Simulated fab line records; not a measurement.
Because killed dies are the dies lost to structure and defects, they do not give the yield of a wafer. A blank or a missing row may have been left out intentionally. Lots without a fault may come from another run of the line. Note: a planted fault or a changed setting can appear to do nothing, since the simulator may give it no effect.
Comparing a struck lot with a sound one | flow n5 finfet | 23 steps out of a route of 1938
Sound: these wafers, L113.4, L113.5, L113.6. Struck: wafers L100.4, L100.5, L100.6. The cause is named last.
For every step that has rows: the tool of each side, followed by ch and its chambers, followed by its first start. Under that, the readings that differ: sound wafers | struck wafers | difference of the means | sigmas: that difference in standard deviations of wafers without a fault.
alike: same words and numbers on both sides, and readings whose means sit less than 2 such deviations apart. not compared: any withheld reading, any reading some wafer has no value for, any bound like >300 that may hide the same value, and any number with overlapping values for which the record gives no deviation.
A row with sigmas, a row that says differs or no value, or rows on one side alone: a step with any of these is where the two part. Numbers that have no deviation but don't overlap get no sigmas and don't part them. A reading missing from all wafers of one side parts the sides only when that side holds two or more wafers.

first, 11 steps without rows for these wafers: N5_MOL_CONTACT_COAG_STRIP_93 (strips in N2/H2); N5_MOL_CONTACT_COAG_ETCHBACK_135 (etches SiO2 in CHF3, target depth 25 nm, time 16.7 s); N5_MOL_CONTACT_COAG_STRIP_118 (strips in CHF3); N5_MOL_CONTACT_COAG_VIA_ETCH_46 (etches SiO2 in C4F6/O2, target depth 46 nm, overetch 9.2 nm, time 40 s); N5_MOL_CONTACT_COAG_STRIP_96 (strips in N2/H2); N5_MOL_CONTACT_COAG_ETCH_47 (etches SiNx in CH3F/O2, stops on W, target depth 27 nm); N5_MOL_CONTACT_COAG_STRIP_119 (strips in N2/H2, time 30 s); N5_MOL_CONTACT_COAG_PRECLEAN_144 (cleans in alkaline clean, time 60 s); N5_MOL_CONTACT_COAG_SRD_145 (time 30 s); N5_MOL_CONTACT_COAG_COAT_62 (time 60 s, resist thk 60 nm); N5_MOL_CONTACT_COAG_COAT_63 (time 60 s, resist thk 10 nm).
N5_MOL_CONTACT_COAG_COAT_64: time 60 s, resist thk 10 nm.
  sound on litho track-04 ch 0, day 10 04:05; struck on litho track-01 ch 0, day 6 23:13
  reading                     | sound                | struck               | difference | sigmas
  dispense pressure kPa (kPa) | 51.2 51.2 51.2       | 44.1 44.1 44.1       | -7.1       | -2
  spin speed rpm (rpm)        | 1500.7 1499.2 1500.1 | 1580.5 1580.0 1579.1 | +79.9      | +73
  alike: resist line temp C
then, 7 steps without rows for these wafers: N5_MOL_CONTACT_COAG_COAT_34 (resist thk 40 nm); N5_MOL_CONTACT_COAG_EBR_36; N5_MOL_CONTACT_COAG_SOFTBAKE_35 (time 60 s); N5_MOL_CONTACT_COAG_EXPOSE_37 (exposes mask VD, defocus 0 nm); N5_MOL_CONTACT_COAG_PEB_38 (peb time 60 s); N5_MOL_CONTACT_COAG_DEVELOP_39 (develop time 30 s); N5_MOL_CONTACT_COAG_DESCUM_45 (chemistry O2, time 7 s).
N5_MOL_CONTACT_COAG_ETCH_65: etches underlayer in N2/H2, target depth 13 nm, time 10.4 s.
  sound on rie diel-06 ch 1,2, day 10 04:31; struck on rie diel-02 ch 0,3, day 6 23:46
  reading                  | sound            | struck            | difference | sigmas
  model.etch.depth nm (nm) | 9.999 9.961 9.97 | 9.757 9.801 9.784 | -0.196     |
  alike: bias w, drypump motor current A, etch rf on time s, h2 flow sccm, n2 flow sccm, oes product au, rf vpp V, showerhead plenum p Torr, throttle valve pct
  not compared: rf hours counter h, model.CAR-EUV_of_MOL_CONTACT_COAG_COAT_34.thk nm
N5_MOL_CONTACT_COAG_ETCH_66: etches SiARC in CF4, target depth 13 nm, time 21.7 s.
  sound on rie diel-06 ch 1,2, day 10 04:32; struck on rie diel-02 ch 0,3, day 6 23:47
  reading    | sound             | struck            | difference | sigmas
  bias w (W) | 35.75 35.81 35.96 | 36.18 36.14 36.16 | +0.32      | +3
  alike: drypump motor current A, etch rf on time s, mfc ar sccm, oes product au, rf vpp V, showerhead plenum p Torr, throttle valve pct
  not compared: rf hours counter h, model.CAR-EUV_of_MOL_CONTACT_COAG_COAT_34.thk nm
then, 1 step without rows for these wafers: N5_MOL_CONTACT_COAG_ALD_133 (deposits SiO2, target thk 5 nm, pulse time 1 s, co reactant pulse time 1 s).
-- here the record skips 3 days between the struck wafers' starts before and after, leaving off in module MOL_CONTACT_COAG and picking up in module BEOL_M4 (first step shown: number 1111 of the route) --
N5_BEOL_M4_RC_MEAS_101:
  sound on prober-01 ch 0, day 13 06:58; struck on prober-01 ch 0, day 10 00:29
  alike: DIBL_N, DIBL_P, IOFF_N, IOFF_P, ION_N, ION_P, SS_N, SS_P, VT_N, VT_P

== WHERE THEY PART ==
Earliest at N5_MOL_CONTACT_COAG_COAT_64; latest, in this record, at N5_MOL_CONTACT_COAG_ETCH_66. Later steps at which nothing parts them and some readings are alike: N5_BEOL_M4_RC_MEAS_101.

WHY: whatever the simulator had introduced
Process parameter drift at N5_MOL_CONTACT_COAG_COAT_64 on litho track-01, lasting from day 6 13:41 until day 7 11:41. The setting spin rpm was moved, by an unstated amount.
